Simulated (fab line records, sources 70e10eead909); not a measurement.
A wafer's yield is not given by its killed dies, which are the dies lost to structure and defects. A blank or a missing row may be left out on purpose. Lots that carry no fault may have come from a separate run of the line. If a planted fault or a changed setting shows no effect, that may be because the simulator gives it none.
fab line records ; flow nandHarc ; part 2 of 2: steps 24 to 33 of 33
record lots=5; wafers=15; lastDay=34
route steps=1302 shown P_GATE@148
lots that met no fault: from a run of the same line without faults
startH: start of the lot's first displayed wafer, in hours after the record's first day ; waitH: hours since the lot's step before ; " identical to the entry in the row above ; L1.1+2: a row that stands for several wafers ; - no value, or no start given ; * or withheld: withheld ; < > ~ a bound
route shown NAME@n: a module of which the file shows steps, and the number in the route of the first ; usual: mean/standard deviation of fault-free wafers ; same: alike in all rows ; chamber/n: place in a boat ; sites: each site's reading ; _std_site: the values' standard deviation ; _edge_site: inner sites' mean taken away from outer sites' mean ; radiusMm: how far each site lies from the wafer's centre ; mask NAME#n: copy n ; behind: the most recent tool/chamber to have shaped the wafer ; hold: reason for holding the lot/hours on hold/outcome of the hold ; device: names the non-switching transistor (n, p or np) ; end of line: tests of these same wafers at the route's end ; where a step has no rows: the recipe by itself ; killed: not the wafer's yield, but the dies lost to structure and defects at the first sort ; map: shows each die of a wafer: x if killed, . if not, _ if none is there
set.NAME: the run value of the setting; set.NAME@STEP: its run value at that earlier step ; model.NAME: the simulator's own value behind a step, which no gauge read
certain route steps with their lots: each step a table, each wafer a row
services: from which hour (startH, from the record's first day; less than 0 if before it) a tool's chamber was out of use, for how many hours, and why
## steps
# step NHARC_P_GATE_HARDBAKE_47
# recipe tempC=125; timeS=80
# usual exhaustPa=44.8/0.87; resistLineTempC=23.01/0.11
lot.wafer;tool;chamber;startH;waitH;exhaustPa;resistLineTempC
L075.3;lithoTrack-03;0;124.63;-;44.0;22.92
L075.5;lithoTrack-03;0;124.63;-;44.6;22.81
L075.6;lithoTrack-03;0;124.63;-;45.4;22.93
L085.1;lithoTrack-03;0;219.16;-;44.8;22.91
L085.2;lithoTrack-03;0;219.16;-;44.3;22.96
L085.5;lithoTrack-03;0;219.16;-;44.3;22.94
L091.1;lithoTrack-03;0;273.16;-;44.6;22.87
L091.5;lithoTrack-03;0;273.16;-;45.2;22.88
L091.6;lithoTrack-03;0;273.16;-;45.6;22.89
L092.1;lithoTrack-05;0;286.12;-;44.5;22.89
L092.2;lithoTrack-05;0;286.12;-;43.8;22.79
L092.5;lithoTrack-05;0;286.12;-;45.3;22.98
L097.1;lithoTrack-05;0;333.46;-;44.7;23.03
L097.4;lithoTrack-05;0;333.46;-;45.2;23.05
L097.5;lithoTrack-05;0;333.46;-;44.5;22.95
# step NHARC_P_GATE_DESCUM_48
# recipe timeS=3; o2FlowSccm=200; arFlowSccm=0; biasPowerW=0; chemistry=O2
# usual drypumpMotorCurrentA=6.0/0.52; oesProductAu=1.002/0.0077; rfVppV=57.9/0.86; showerheadPlenumPTorr=1.97/0.072; throttleValvePct=11.310/0.0099
lot.wafer;tool;chamber;startH;waitH;drypumpMotorCurrentA;oesProductAu;rfHoursCounterH;rfVppV;showerheadPlenumPTorr;throttleValvePct
L075.3;rieDiel-05;0;124.71;-;5.8;1.000;4.5;58.1;1.95;11.308
L075.5;rieDiel-05;3;124.71;-;6.0;1.009;-;59.8;2.04;11.318
L075.6;rieDiel-05;0;124.71;-;5.8;1.002;-;58.0;1.95;11.300
L085.1;rieDiel-05;1;219.24;-;6.5;1.013;10.7;56.2;1.95;11.285
L085.2;rieDiel-05;2;219.24;-;6.6;1.004;9.8;60.1;1.92;11.293
L085.5;rieDiel-05;2;219.24;-;6.6;1.010;-;57.9;1.92;11.317
L091.1;rieDiel-05;1;273.25;-;6.6;1.004;3.4;57.1;1.94;11.299
L091.5;rieDiel-05;0;273.25;-;5.8;1.008;-;57.4;1.95;11.311
L091.6;rieDiel-05;1;273.25;-;6.5;1.001;-;57.6;1.94;11.308
L092.1;rieDiel-07;3;286.20;-;5.8;1.014;7.6;58.3;2.05;11.319
L092.2;rieDiel-07;2;286.20;-;5.6;1.004;6.6;58.2;2.01;11.292
L092.5;rieDiel-07;3;286.20;-;5.8;0.999;-;60.0;2.05;11.323
L097.1;rieDiel-01;1;333.54;-;6.0;1.004;6.1;58.2;1.98;11.315
L097.4;rieDiel-01;0;333.54;-;6.2;0.993;5.4;58.0;2.06;11.313
L097.5;rieDiel-01;2;333.54;-;4.9;1.005;-;56.5;1.90;11.326
# step NHARC_P_GATE_IMPLANT_49
# recipe energyKev=30; doseCm2=3e+15; tiltDeg=7
lot.wafer;tool;chamber;startH;waitH
L075.3+5+6;implanter-02;0;124.91;0.2
L085.1+2+5;implanter-02;0;219.39;0.1
L091.1+5+6;implanter-02;0;273.39;0.1
L092.1+2+5;implanter-01;0;286.34;0.1
L097.1+4+5;implanter-02;0;333.69;0.1
# step NHARC_P_GATE_STRIP_111
# recipe powerW=1500; tempC=110; timeS=250; chemistry=N2/H2
# usual drypumpMotorCurrentA=5.5/0.49; heaterPowerW=91/5.5
lot.wafer;tool;chamber;startH;waitH;drypumpMotorCurrentA;heaterPowerW;rfHoursCounterH
L075.3;plasmaAsher-02;0;125.17;0.2;4.8;91;-
L075.6;plasmaAsher-02;0;125.17;0.2;4.8;90;-
L075.5;plasmaAsher-02;1;125.17;0.2;5.8;101;-
L085.1;plasmaAsher-02;0;219.61;0.2;4.8;93;31
L085.2;plasmaAsher-02;1;219.61;0.2;5.8;95;31
L085.5;plasmaAsher-02;1;219.61;0.2;5.8;98;-
L091.1;plasmaAsher-01;0;273.78;0.4;5.9;82;21
L091.6;plasmaAsher-01;0;273.78;0.4;5.9;77;-
L091.5;plasmaAsher-01;1;273.78;0.4;5.8;89;-
L092.2;plasmaAsher-02;1;286.56;0.2;5.8;91;1
L092.1;plasmaAsher-02;0;286.56;0.2;4.8;92;1
L092.5;plasmaAsher-02;1;286.56;0.2;5.8;90;-
L097.1;plasmaAsher-01;1;333.96;0.2;5.8;88;30
L097.4;plasmaAsher-01;1;333.96;0.2;5.8;90;-
L097.5;plasmaAsher-01;1;333.96;0.2;5.8;90;-
# step NHARC_P_GATE_STRIP_75
# recipe powerW=1500; tempC=250; chemistry=O2
# usual drypumpMotorCurrentA=5.5/0.49; heaterPowerW=340/21
lot.wafer;tool;chamber;startH;waitH;drypumpMotorCurrentA;heaterPowerW;rfHoursCounterH
L075.3;plasmaAsher-02;0;125.40;0.2;4.8;347;-
L075.6;plasmaAsher-02;0;125.40;0.2;4.8;345;-
L075.5;plasmaAsher-02;1;125.40;0.2;5.8;372;-
L085.1;plasmaAsher-02;0;219.91;0.3;4.8;336;32
L085.2;plasmaAsher-02;1;219.91;0.3;5.8;357;32
L085.5;plasmaAsher-02;1;219.91;0.3;5.8;366;-
L091.1;plasmaAsher-01;0;274.08;0.2;5.9;299;21
L091.6;plasmaAsher-01;0;274.08;0.2;5.9;294;-
L091.5;plasmaAsher-01;1;274.08;0.2;5.8;322;-
L092.2;plasmaAsher-02;1;286.87;0.3;5.7;341;2
L092.1;plasmaAsher-02;0;286.87;0.3;4.8;348;2
L092.5;plasmaAsher-02;1;286.87;0.3;5.8;347;-
L097.1;plasmaAsher-01;1;334.22;0.2;5.8;336;30
L097.4;plasmaAsher-01;1;334.22;0.2;5.8;344;-
L097.5;plasmaAsher-01;1;334.22;0.2;5.8;336;-
# step NHARC_P_GATE_STRIP_50
# recipe timeS=900; tempC=130; chemistry=SPM
lot.wafer;tool;chamber;startH;waitH
L075.3+5+6;wetBench-07;4,5,0;125.53;0.1
L085.2+5+1;wetBench-05;2,3,5;220.06;0.1
L091.1+6+5;wetBench-05;6,0,3;274.23;0.1
L092.2+5+1;wetBench-02;2,3,4;287.03;0.1
L097.1+5+4;wetBench-05;6,2,3;334.36;0.1
# step NHARC_P_GATE_DEHYDRATE_51
# recipe tempC=150; timeS=120
# usual exhaustPa=45.0/0.81; resistLineTempC=23.00/0.1
lot.wafer;tool;chamber;startH;waitH;exhaustPa;resistLineTempC
L075.3;lithoTrack-07;0;125.87;-;45.3;22.90
L075.5;lithoTrack-07;0;125.87;-;45.4;23.10
L075.6;lithoTrack-07;0;125.87;-;45.4;22.88
L085.1;lithoTrack-03;0;220.41;-;45.3;23.18
L085.2;lithoTrack-03;0;220.41;-;46.2;23.05
L085.5;lithoTrack-03;0;220.41;-;45.1;23.06
L091.1;lithoTrack-05;0;274.58;-;44.2;23.01
L091.5;lithoTrack-05;0;274.58;-;44.9;22.96
L091.6;lithoTrack-05;0;274.58;-;44.5;22.83
L092.1;lithoTrack-03;0;287.38;-;44.8;23.04
L092.2;lithoTrack-03;0;287.38;-;44.2;23.23
L092.5;lithoTrack-03;0;287.38;-;46.4;22.93
L097.1;lithoTrack-03;0;334.71;-;45.4;22.93
L097.4;lithoTrack-03;0;334.71;-;45.1;22.86
L097.5;lithoTrack-03;0;334.71;-;45.2;22.93
# step NHARC_P_GATE_HMDS_52
# recipe timeS=30
# usual exhaustPa=44.8/0.83; resistLineTempC=23.00/0.099
lot.wafer;tool;chamber;startH;waitH;exhaustPa;resistLineTempC
L075.3;lithoTrack-07;0;-;-;43.8;22.96
L075.5;lithoTrack-07;0;-;-;44.2;22.96
L075.6;lithoTrack-07;0;-;-;43.8;22.99
L085.1;lithoTrack-03;0;-;-;45.6;22.81
L085.2;lithoTrack-03;0;-;-;43.7;22.92
L085.5;lithoTrack-03;0;-;-;45.7;22.98
L091.1;lithoTrack-05;0;-;-;45.6;22.93
L091.5;lithoTrack-05;0;-;-;46.0;22.81
L091.6;lithoTrack-05;0;-;-;44.0;23.10
L092.1;lithoTrack-03;0;-;-;44.8;23.01
L092.2;lithoTrack-03;0;-;-;45.2;23.00
L092.5;lithoTrack-03;0;-;-;46.1;23.11
L097.1;lithoTrack-03;0;-;-;44.4;22.95
L097.4;lithoTrack-03;0;-;-;44.8;22.98
L097.5;lithoTrack-03;0;-;-;44.7;22.93
# step NHARC_P_GATE_COAT_53
# recipe spinRpm=3000
# usual exhaustPa=45.0/0.93; resistLineTempC=22.99/0.1
lot.wafer;tool;chamber;startH;waitH;exhaustPa;resistLineTempC
L075.3;lithoTrack-07;0;-;-;45.4;22.95
L075.5;lithoTrack-07;0;-;-;44.3;23.01
L075.6;lithoTrack-07;0;-;-;43.9;22.98
L085.1;lithoTrack-03;0;-;-;45.3;23.13
L085.2;lithoTrack-03;0;-;-;45.3;22.96
L085.5;lithoTrack-03;0;-;-;46.3;22.94
L091.1;lithoTrack-05;0;-;-;43.7;23.02
L091.5;lithoTrack-05;0;-;-;45.5;22.97
L091.6;lithoTrack-05;0;-;-;45.9;23.06
L092.1;lithoTrack-03;0;-;-;44.2;23.03
L092.2;lithoTrack-03;0;-;-;43.0;22.97
L092.5;lithoTrack-03;0;-;-;44.3;22.92
L097.1;lithoTrack-03;0;-;-;44.5;22.92
L097.4;lithoTrack-03;0;-;-;44.3;23.05
L097.5;lithoTrack-03;0;-;-;44.6;23.00
# step NHARC_P_GATE_SOFTBAKE_54
# recipe tempC=122; timeS=95
# usual exhaustPa=44.8/0.9; resistLineTempC=23.02/0.1
lot.wafer;tool;chamber;startH;waitH;exhaustPa;resistLineTempC
L075.3;lithoTrack-07;0;-;-;45.6;23.06
L075.5;lithoTrack-07;0;-;-;45.1;22.96
L075.6;lithoTrack-07;0;-;-;46.2;23.09
L085.1;lithoTrack-03;0;-;-;46.6;23.18
L085.2;lithoTrack-03;0;-;-;45.5;23.08
L085.5;lithoTrack-03;0;-;-;45.9;23.06
L091.1;lithoTrack-05;0;-;-;43.9;23.00
L091.5;lithoTrack-05;0;-;-;43.2;22.92
L091.6;lithoTrack-05;0;-;-;44.0;23.00
L092.1;lithoTrack-03;0;-;-;45.8;23.00
L092.2;lithoTrack-03;0;-;-;44.5;22.95
L092.5;lithoTrack-03;0;-;-;45.7;23.04
L097.1;lithoTrack-03;0;-;-;43.0;23.05
L097.4;lithoTrack-03;0;-;-;44.3;22.90
L097.5;lithoTrack-03;0;-;-;44.5;22.92
## services
tool;chamber;startH;hours;kind
lithoTrack-03;-;100.00;7.0;pm
rieDiel-07;-;117.20;9.0;pm
lithoTrack-05;-;124.00;7.0;pm
plasmaAsher-01;-;125.26;32.1;repair
rieDiel-07;2;128.38;5.2;repair
implanter-02;-;146.00;13.0;pm
rieDiel-01;0;147.24;33.8;repair
wetBench-05;-;159.11;6.1;repair
wetBench-07;-;160.00;8.0;pm
rieDiel-05;0;191.70;3.7;repair
rieDiel-07;1;200.25;9.8;repair
rieDiel-01;-;203.80;9.0;pm
rieDiel-05;0;214.54;3.1;repair
rieDiel-05;-;229.62;9.0;pm
lithoTrack-07;-;251.00;7.0;pm
wetBench-05;-;260.80;8.0;pm
plasmaAsher-02;-;266.20;9.0;pm
lithoTrack-03;-;275.00;7.0;pm
rieDiel-07;-;294.20;9.0;pm
rieDiel-01;2;294.76;7.8;repair
lithoTrack-05;-;299.00;7.0;pm
rieDiel-07;2;313.06;3.7;repair
rieDiel-07;3;313.56;14.5;repair
rieDiel-07;1;324.01;8.8;repair
